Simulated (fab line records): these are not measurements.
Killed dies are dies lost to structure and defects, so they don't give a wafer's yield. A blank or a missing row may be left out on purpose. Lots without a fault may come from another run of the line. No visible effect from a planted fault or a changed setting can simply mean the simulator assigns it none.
Split-lot study + flow n5_finfet + 39 wafers read from 7 lots, route of 1938 steps

== ABOUT THE SPLIT ==
At N5_SD_EPI_N_ETCH_16 (etches SiO2 in CHF3/O2, target depth 5 nm), the setting target_depth_a was moved away from the recipe's 50 angstrom on 18 of the 39 wafers read, by -46.1% to +56.0%. All remaining wafers had this setting at the recipe value.

Reading taken at the split's own step.

== THE READING ==
etch.depth_nm (the simulator's own value, which no gauge read), in nm, at N5_SD_EPI_N_ETCH_16 (etches SiO2 in CHF3/O2, target depth 5 nm). No usual value for it is given in the file. Here, 21 wafers ran the recipe; their average is 4.956 nm with a standard deviation of 0.13 nm.

| wafer  | tool, chamber at the split | target_depth_a as run, angstrom | against the recipe | etch.depth_nm, nm | against lot-mates on the recipe |
|--------|----------------------------|---------------------------------|--------------------|-------------------|---------------------------------|
| L074.1 | rie_diel-01, 3             | 50                              | recipe             | 5.147             | -                               |
| L074.2 | rie_diel-01, 0             | 78.01                           | +56.0%             | 7.496             | +2.498                          |
| L074.3 | rie_diel-01, 1             | 78.01                           | +56.0%             | 7.751             | +2.753                          |
| L074.4 | rie_diel-01, 3             | 78.01                           | +56.0%             | 8.044             | +3.046                          |
| L074.5 | rie_diel-01, 1             | 50                              | recipe             | 5.004             | -                               |
| L074.6 | rie_diel-01, 0             | 50                              | recipe             | 4.843             | -                               |
| L075.2 | rie_diel-02, 2             | 50                              | recipe             | 4.961             | -                               |
| L075.4 | rie_diel-02, 3             | 50                              | recipe             | 4.971             | -                               |
| L075.6 | rie_diel-02, 0             | 50                              | recipe             | 4.792             | -                               |
| L076.1 | rie_diel-01, 0             | 57.52                           | +15.0%             | 5.5               | +0.419                          |
| L076.2 | rie_diel-01, 2             | 50                              | recipe             | 5.078             | -                               |
| L076.3 | rie_diel-01, 1             | 50                              | recipe             | 5.014             | -                               |
| L076.4 | rie_diel-01, 3             | 57.52                           | +15.0%             | 5.957             | +0.876                          |
| L076.5 | rie_diel-01, 2             | 57.52                           | +15.0%             | 5.906             | +0.825                          |
| L076.6 | rie_diel-01, 3             | 50                              | recipe             | 5.151             | -                               |
| L082.1 | rie_diel-03, 3             | 50                              | recipe             | 5.045             | -                               |
| L082.2 | rie_diel-03, 2             | 26.96                           | -46.1%             | 2.614             | -2.276                          |
| L082.3 | rie_diel-03, 1             | 50                              | recipe             | 4.86              | -                               |
| L082.4 | rie_diel-03, 0             | 50                              | recipe             | 4.764             | -                               |
| L082.5 | rie_diel-03, 3             | 26.96                           | -46.1%             | 2.721             | -2.169                          |
| L082.6 | rie_diel-03, 0             | 26.96                           | -46.1%             | 2.574             | -2.316                          |
| L087.1 | rie_diel-02, 1             | 29.6                            | -40.8%             | 2.919             | -2.111                          |
| L087.2 | rie_diel-02, 3             | 50                              | recipe             | 5.077             | -                               |
| L087.3 | rie_diel-02, 2             | 29.6                            | -40.8%             | 3.1               | -1.930                          |
| L087.4 | rie_diel-02, 0             | 29.6                            | -40.8%             | 2.887             | -2.143                          |
| L087.5 | rie_diel-02, 0             | 50                              | recipe             | 4.872             | -                               |
| L087.6 | rie_diel-02, 3             | 50                              | recipe             | 5.142             | -                               |
| L091.1 | rie_diel-03, 0             | 69.93                           | +39.9%             | 6.577             | +1.650                          |
| L091.2 | rie_diel-03, 3             | 50                              | recipe             | 5.046             | -                               |
| L091.3 | rie_diel-03, 2             | 69.93                           | +39.9%             | 6.774             | +1.847                          |
| L091.4 | rie_diel-03, 1             | 69.93                           | +39.9%             | 6.899             | +1.972                          |
| L091.5 | rie_diel-03, 0             | 50                              | recipe             | 4.737             | -                               |
| L091.6 | rie_diel-03, 3             | 50                              | recipe             | 4.999             | -                               |
| L093.1 | rie_diel-03, 0             | 50                              | recipe             | 4.715             | -                               |
| L093.2 | rie_diel-03, 3             | 60.7                            | +21.4%             | 6.116             | +1.256                          |
| L093.3 | rie_diel-03, 2             | 50                              | recipe             | 4.879             | -                               |
| L093.4 | rie_diel-03, 1             | 50                              | recipe             | 4.987             | -                               |
| L093.5 | rie_diel-03, 1             | 60.7                            | +21.4%             | 6.054             | +1.194                          |
| L093.6 | rie_diel-03, 0             | 60.7                            | +21.4%             | 5.771             | +0.911                          |

THE FIT
A straight line over all 39 wafers: etch.depth_nm changes by +0.0491 nm for each +1% of target_depth_a; r = +0.99; the points scatter about the line by 0.16 nm.
The same after taking each lot's own level away (the mean of its wafers on the recipe; 39 wafers): +0.049 nm for each +1%; r = +0.99; scatter 0.14 nm.
On that fit, the largest move of target_depth_a shifts the reading by 2.7 nm.
Across the lots, their own levels run from 4.8603 to 5.0810 nm, a range of 1.7 times the standard deviation given above.
The two slopes agree, so the slope changes little with the lot-to-lot level.
Check: +2.77 nm against its lot-mates is what the line predicts for one of the wafers moved furthest among these (+56.0%) when that wafer is left out of the fit. Against them it came out at +2.5 nm.

== OTHER SPLITS APPLIED TO THESE WAFERS ==
Other splits were also applied to these wafers ahead of the reading. Each is held against what the fit with the lots' levels taken away leaves over:
| other split on the same wafers       | wafers away from the commonest value | r with etch.depth_nm (lot level and that fit taken away) |
|--------------------------------------|--------------------------------------|----------------------------------------------------------|
| N5_ZERO_LAYER_ETCH_18 target_depth_a | 18                                   | -0.17                                                    |
| N5_FIN_SAQP_HM_DEP_72 time_s         | 15                                   | -0.12                                                    |

== THE FILE'S OWN FIT ==
etch.depth_nm changes by +0.0489 nm for each +1% of target_depth_a, r = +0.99.
